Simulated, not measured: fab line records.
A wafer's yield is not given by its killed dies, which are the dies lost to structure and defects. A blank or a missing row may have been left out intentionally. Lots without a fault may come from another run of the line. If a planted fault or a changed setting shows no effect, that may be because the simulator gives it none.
fab line records	flow n5_finfet
record: lots: 10	wafers: 29	last_day: 19
route steps=1938 shown BEOL_M11@1554 PASSIVATION@1936
lots untouched by any fault: they come from a run of this same line in which no faults occurred
start_h: hours from the record's opening day to when the first of the lot's shown wafers began	wait_h: hours from the lot's prior step to this one	" unchanged from the row above	L1.1+2: one row covering several wafers at once	- no value present, or no start provided	* or withheld: withheld	< > ~ a bound
route shown NAME@n: NAME is a module with steps in the file, n the number in the route of the first one	usual: average and standard deviation across the fault-free wafers	same: alike in all rows	chamber/n: place in a boat	sites: each site's reading	_std_site: how widely they spread, as a standard deviation	_edge_site: inner sites' mean taken away from outer sites' mean	radius_mm: how far each site lies from the wafer's centre	mask NAME#n: copy n	behind: the tool/chamber that last shaped the wafer	hold: reason for holding the lot/hours on hold/outcome of the hold	device: which transistor (n, p or np) failed to switch	end of line: tests run on the same wafers once the route is complete	a step without rows: its recipe alone	killed: dies that structure and defects cost at the first sort, which is not the same as the wafer's yield	map: the dies of a wafer, with x for killed, . for not killed, _ for no die there
set.NAME: the setting as run; set.NAME@STEP: as run at that earlier step	model.NAME: the simulator's own value behind a step, which no gauge read
route steps across a sampled set of lots; one table per step, one row per wafer
services: from which hour (start_h, from the record's first day; less than 0 if before it) a tool's chamber was out of use, for how many hours, and why
== steps ==
step: N5_BEOL_M11_ETCH_62
recipe: chemistry: N2/H2	target: SOC	target_depth_a: 1100	overetch_a: 220	mask_material: SiARC	temp_c: 40	time_s: 165	ion_energy_ev: 200	pressure_mtorr: 30	source_w: 840	bias_w: 150	n2_flow_sccm: 200	h2_flow_sccm: 200
usual: chamber_pressure_mTorr: 30.001/0.027	drypump_motor_current_A: 5.7/0.38	oes_product_au: 0.63/0.065	rf_vpp_V: 523.9/2.6	showerhead_plenum_p_Torr: 2.55/0.083	throttle_valve_pct: 18.11/0.19
same: time_s: 165
lot.wafer	tool	chamber	start_h	wait_h	chamber_pressure_mTorr	drypump_motor_current_A	oes_product_au	rf_hours_counter_h	rf_vpp_V	showerhead_plenum_p_Torr	throttle_valve_pct
L936.2	rie_diel-02	3	247.94	0.0	29.979	5.0	0.77	34	528.4	2.70	17.83
L936.3	"	1	"	"	30.021	5.6	0.62	202	526.5	2.63	18.15
L936.5	"	2	"	"	30.006	5.7	0.60	-	523.5	2.51	18.17
L935.2	rie_diel-01	0	256.28	0.0	30.009	5.7	0.59	209	524.6	2.53	18.18
L935.3	"	2	"	"	29.993	5.5	0.62	188	526.7	2.64	18.21
L935.6	"	0	"	"	30.008	5.7	0.59	-	522.1	2.53	18.17
L940.2	rie_diel-02	1	289.30	0.0	29.998	5.6	0.60	213	526.2	2.63	18.15
L940.4	"	3	"	"	29.972	5.0	0.75	45	527.7	2.69	17.84
L940.6	"	0	"	"	29.967	5.8	0.70	-	522.8	2.48	17.52
L944.3	rie_diel-01	0	306.66	0.0	29.990	5.8	0.59	226	523.2	2.52	18.21
L944.5	"	0	"	"	29.958	5.7	0.58	-	522.3	2.52	18.22
L948.1	rie_diel-02	0	345.22	0.0	30.010	5.8	0.68	99	521.0	2.47	17.56
L948.2	"	1	"	"	30.030	5.6	0.59	233	525.7	2.62	18.19
L948.6	"	0	"	"	30.063	5.8	0.68	-	521.4	2.47	17.57
L951.2	rie_diel-01	3	373.58	0.0	29.977	6.5	0.59	220	520.2	2.42	18.09
L951.3	"	0	"	"	30.032	5.8	0.57	245	522.0	2.52	18.24
L951.4	"	2	"	"	30.006	5.5	0.59	235	526.8	2.62	18.29
L953.4	rie_diel-03	0	382.54	0.0	29.994	5.4	0.60	228	522.7	2.52	18.17
L953.5	"	3	"	"	29.983	5.5	0.60	-	522.5	2.49	18.30
L953.6	"	0	"	"	30.021	5.4	0.60	-	522.0	2.52	18.17
L955.1	rie_diel-01	1	406.77	0.0	30.000	6.1	0.83	4	522.7	2.50	17.91
L955.2	"	2	"	"	29.965	5.5	0.58	246	524.7	2.61	18.33
L955.3	"	3	"	"	29.998	6.5	0.58	231	519.0	2.41	18.12
L958.1	rie_diel-01	3	407.02	0.0	30.044	6.5	0.59	232	520.0	2.41	18.11
L958.5	"	3	"	"	30.040	6.5	0.59	-	520.6	2.41	18.11
L958.6	"	1	"	"	30.018	6.1	0.83	-	521.2	2.50	17.93
L956.1	rie_diel-01	3	407.27	0.0	30.052	6.5	0.59	232	519.5	2.41	18.10
L956.4	"	2	"	"	30.003	5.5	0.58	-	525.7	2.61	18.31
L956.5	"	3	"	"	30.028	6.5	0.58	-	520.2	2.41	18.10
step: N5_BEOL_M11_CD_MEAS_35
recipe: target_cd_nm: 70	polarity: opening
usual: cd_nm: 70.0/0.69
lot.wafer	tool	chamber	start_h	wait_h	cd_nm
L936.2	cd_sem-01	-	251.30	0.0	70.4
L936.3	"	-	"	"	71.1
L936.5	"	-	"	"	70.9
L935.2	cd_sem-03	-	265.35	0.0	68.9
L935.3	"	-	"	"	70.8
L935.6	"	-	"	"	69.6
L940.2	cd_sem-02	-	291.76	0.0	70.0
L940.4	"	-	"	"	70.9
L940.6	"	-	"	"	70.3
L944.3	cd_sem-01	-	308.36	0.0	72.4
L944.5	"	-	"	"	71.6
L948.1	cd_sem-01	-	347.07	0.0	70.7
L948.2	"	-	"	"	69.6
L948.6	"	-	"	"	70.1
L951.2	cd_sem-02	-	375.12	0.0	70.3
L951.3	"	-	"	"	69.7
L951.4	"	-	"	"	69.3
L953.4	cd_sem-02	-	386.68	0.0	70.0
L953.5	"	-	"	"	70.9
L953.6	"	-	"	"	70.9
L955.1	cd_sem-03	-	409.96	0.0	70.9
L955.2	"	-	"	"	69.4
L955.3	"	-	"	"	70.0
L956.1	cd_sem-01	-	409.99	0.0	69.9
L956.4	"	-	"	"	70.6
L956.5	"	-	"	"	70.5
L958.1	cd_sem-03	-	410.86	0.0	68.7
L958.5	"	-	"	"	70.1
L958.6	"	-	"	"	69.9
step: N5_BEOL_M11_ALD_74
recipe: material: TaN	target_thk_a: 20	temp_c: 275	ald_precursor_family: PDMAT	ald_co_reactant: NH3	pressure_torr: 3	carrier_flow_sccm: 1500	pulse_time_s: 2	purge_time_s: 3	co_reactant_purge_time_s: 2	co_reactant_pulse_time_s: 3	ald_cycles: 40	precursor_vessel_temp_c: 75	precursor_vessel_pressure_torr: 26.25	precursor_vessel_carrier_sccm: 1000
usual: heater_power_w: 404/34	mfc_carrier_sccm: 1500/4.7
same: ald_cycles: 40	purge_time_s: 3
lot.wafer	tool	chamber	start_h	wait_h	heater_power_w	mfc_carrier_sccm	since_wet_clean_h
L936.2	ald_metal-02	1	251.86	0.1	411	1506	1453
L936.3	"	3	"	"	361	1498	1453
L936.5	"	0	"	"	406	1495	-
L935.2	ald_metal-03	1	266.11	0.0	422	1512	4544
L935.3	"	2	"	"	377	1498	4544
L935.6	"	2	"	"	370	1500	-
L940.2	ald_metal-03	1	292.86	0.0	431	1503	4571
L940.4	"	2	"	"	376	1500	4571
L940.6	"	3	"	"	436	1509	-
L944.3	ald_metal-03	1	309.91	0.1	417	1501	4588
L944.5	"	0	"	"	401	1494	-
L948.1	ald_metal-02	1	348.93	0.0	415	1503	1550
L948.2	"	0	"	"	407	1497	1550
L948.6	"	2	"	"	370	1501	-
L951.2	ald_metal-02	1	375.64	0.1	423	1498	1577
L951.3	"	2	"	"	365	1495	1577
L951.4	"	0	"	"	421	1495	1577
L953.4	ald_metal-03	3	389.47	0.1	424	1499	4668
L953.5	"	3	"	"	432	1497	-
L953.6	"	0	"	"	399	1503	-
L956.1	ald_metal-01	2	410.74	0.0	498	1505	3151
L956.4	"	0	"	"	419	1500	3151
L956.5	"	3	"	"	421	1504	-
L955.1	ald_metal-03	3	410.90	0.0	425	1504	4689
L955.2	"	2	"	"	370	1500	4689
L955.3	"	0	"	"	393	1503	4689
L958.1	ald_metal-02	2	411.54	0.1	375	1505	1613
L958.5	"	3	"	"	370	1496	-
L958.6	"	0	"	"	398	1498	-
step: N5_BEOL_M11_ANNEAL_51
recipe: temp_c: 225	time_s: 90	ambient: N2
usual: wafer_temp_C_max: 226.09/0.29
same: time_s: 90
lot.wafer	tool	chamber	start_h	wait_h	wafer_temp_C_max
L936.2	rtp_anneal-02	0	254.12	1.4	225.95
L936.3	"	0	"	"	226.14
L936.5	"	0	"	"	226.00
L935.2	rtp_anneal-02	0	267.26	0.3	226.64
L935.3	"	0	"	"	226.56
L935.6	"	0	"	"	226.32
L940.2	rtp_anneal-01	0	294.53	0.4	226.05
L940.4	"	0	"	"	225.74
L940.6	"	0	"	"	225.70
L944.3	rtp_anneal-02	0	310.85	0.2	225.89
L944.5	"	0	"	"	225.99
L948.1	rtp_anneal-02	0	349.72	0.1	225.98
L948.2	"	0	"	"	225.86
L948.6	"	0	"	"	225.95
L951.2	rtp_anneal-01	0	376.47	0.1	225.65
L951.3	"	0	"	"	225.92
L951.4	"	0	"	"	225.76
L953.4	rtp_anneal-02	0	390.41	0.2	226.63
L953.5	"	0	"	"	226.31
L953.6	"	0	"	"	226.18
L956.1	rtp_anneal-02	0	411.74	0.3	226.04
L956.4	"	0	"	"	226.08
L956.5	"	0	"	"	225.90
L955.1	rtp_anneal-01	0	411.82	0.3	225.62
L955.2	"	0	"	"	226.03
L955.3	"	0	"	"	225.74
L958.1	rtp_anneal-02	0	414.07	0.1	226.32
L958.5	"	0	"	"	226.67
L958.6	"	0	"	"	226.11
step: N5_BEOL_M11_CMP_52
recipe: stop_on: SiCOH_lowk	t_overpolish_s: 7	down_force_psi: 1	platen_rpm: 50	clearing_platen_down_force_psi: 1.5	clearing_platen_rpm: 50	post_cmp_clean: cu_alkaline	target_thk_nm: 140	clearing_platen_pad_velocity_m_s: 0.99484	pad_velocity_m_s: 0.99484
usual: clearing_platen_rpm: 50.000/0.027	motor_current_A: 5.9/0.8
lot.wafer	tool	chamber	start_h	wait_h	clearing_platen_rpm	motor_current_A
L936.2	cmp-02	0	254.39	0.2	49.980	6.6
L936.3	"	3	"	"	49.936	6.2
L936.5	"	0	"	"	49.955	6.5
L935.3	cmp-02	2	267.59	0.2	49.981	5.7
L935.2	"	3	"	"	50.010	5.9
L935.6	"	0	"	"	50.028	7.0
L940.4	cmp-01	2	294.79	0.1	50.037	5.4
L940.2	"	3	"	"	49.980	5.4
L940.6	"	3	"	"	49.955	5.3
L944.3	cmp-02	0	311.17	0.3	49.963	6.7
L944.5	"	1	"	"	50.015	5.0
L948.2	cmp-01	3	350.01	0.2	49.982	5.4
L948.1	"	1	"	"	49.998	6.0
L948.6	"	0	"	"	50.010	5.2
L951.2	cmp-03	2	376.77	0.3	49.996	6.7
L951.3	"	3	"	"	49.968	4.9
L951.4	"	0	"	"	50.021	7.9
L953.4	cmp-03	1	390.61	0.2	50.049	6.1
L953.6	"	0	"	"	49.966	7.6
L953.5	"	1	"	"	49.995	6.0
L956.1	cmp-01	2	412.08	0.3	50.000	5.4
L956.4	"	3	"	"	49.989	5.1
L956.5	"	2	"	"	49.993	5.6
L955.1	cmp-03	3	412.11	0.3	49.976	4.9
L955.2	"	0	"	"	50.005	8.5
L955.3	"	2	"	"	49.997	6.1
L958.1	cmp-03	0	414.41	0.3	50.011	7.8
L958.5	"	3	"	"	50.007	4.8
L958.6	"	0	"	"	50.025	8.4
step: N5_PASSIVATION_PROBE_49
usual: defect_limited_yield: 91.1/1.4	killed_at_M0_to_M3: 36/11	killed_at_M4_up: 14/5.2	killed_at_contacts: 12/6.1	killed_at_front_end: 40/12	killed_at_other: 3.2/2.5	killed_dies: 105/16	killed_open: 68/12	killed_short: 35/8.7	sort_bin_5_function: 5.2/0.89	sort_bin_6_memory: 3.3/0.66	sort_n_pass: 1074/16	sort_yield_pct: 91.1/1.4
same: gross_dies: 1180	killed_at_back_side: 0	sort_bin_4_leakage[%]: 0	sort_bin_8_speed[%]: 0
lot.wafer	tool	chamber	start_h	wait_h	defect_limited_yield[%]	killed_at_M0_to_M3	killed_at_M4_up	killed_at_contacts	killed_at_front_end	killed_at_other	killed_dies	killed_open	killed_short	sort_bin_5_function[%]	sort_bin_6_memory[%]	sort_n_pass	sort_yield_pct[%]
L948.2	prober-01	-	388.19	0.1	87.9	58	13	12	57	3	143	95	47	7.1	4.6	1037	87.9
killed by level:class
L948.2 BEOL_M3:geometric_particle:open=14 FIN_SAQP:geometric_particle:short=13 BEOL_M2:geometric_particle:open=12 DUMMY_GATE:geometric_particle:open=10 FIN_SAQP:geometric_particle:open=8 STI_FIN_REVEAL:geometric_particle:open=8 MOL_CONTACT_COAG:geometric_particle:open=8 BEOL_M0_SAQP:geometric_particle:short=8
== services ==
tool	chamber	start_h	hours	kind
ald_metal-03	1	233.92	3.8	repair
cmp-01	-	237.79	4.5	repair
rie_diel-02	-	241.28	5.4	repair
cmp-03	-	248.53	0.6	repair
ald_metal-02	3	260.21	36.9	repair
ald_metal-03	1	267.26	1.5	repair
cmp-01	-	271.38	4.5	repair
cmp-01	-	311.58	2.0	repair
cmp-01	-	317.92	4.0	pm
cmp-01	-	325.08	1.0	repair
rie_diel-01	-	333.19	2.8	pm
ald_metal-02	3	335.93	17.4	repair
cmp-02	-	339.95	0.9	repair
ald_metal-03	-	343.44	8.7	pm
cmp-03	-	366.27	5.1	pm
cmp-02	-	368.98	4.0	pm
ald_metal-03	1	392.46	21.9	repair
cmp-01	-	397.26	1.1	repair
cmp-02	-	397.58	0.9	repair
rie_diel-02	2	402.51	9.0	repair
ald_metal-02	-	406.97	0.5	repair
cmp-03	-	408.77	1.9	repair
cmp-02	-	409.81	0.5	repair
rie_diel-02	0	411.74	1.9	repair
== key ==
first_sign: step: N5_BEOL_M11_CD_MEAS_35	reading: cd_nm	direction: up	sigmas: 3.4	usual: 70.0	struck: 72.4
effect none on later readings
met_at N5_BEOL_M11_ETCH_62
struck_lots L944
struck_wafers L944.3
not_acting_at N5_BEOL_M11_ALD_74,N5_BEOL_M11_ANNEAL_51,N5_BEOL_M11_CMP_52
onset_between 256.28 306.66
fault: kind: process_parameter_drift	tool: rie_diel-01	chamber: -	onset_h: 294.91	steps: N5_BEOL_M11_ETCH_62	channel: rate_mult	offset: 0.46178	shape: step	end_h: 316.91	scope: struck_wafers_only
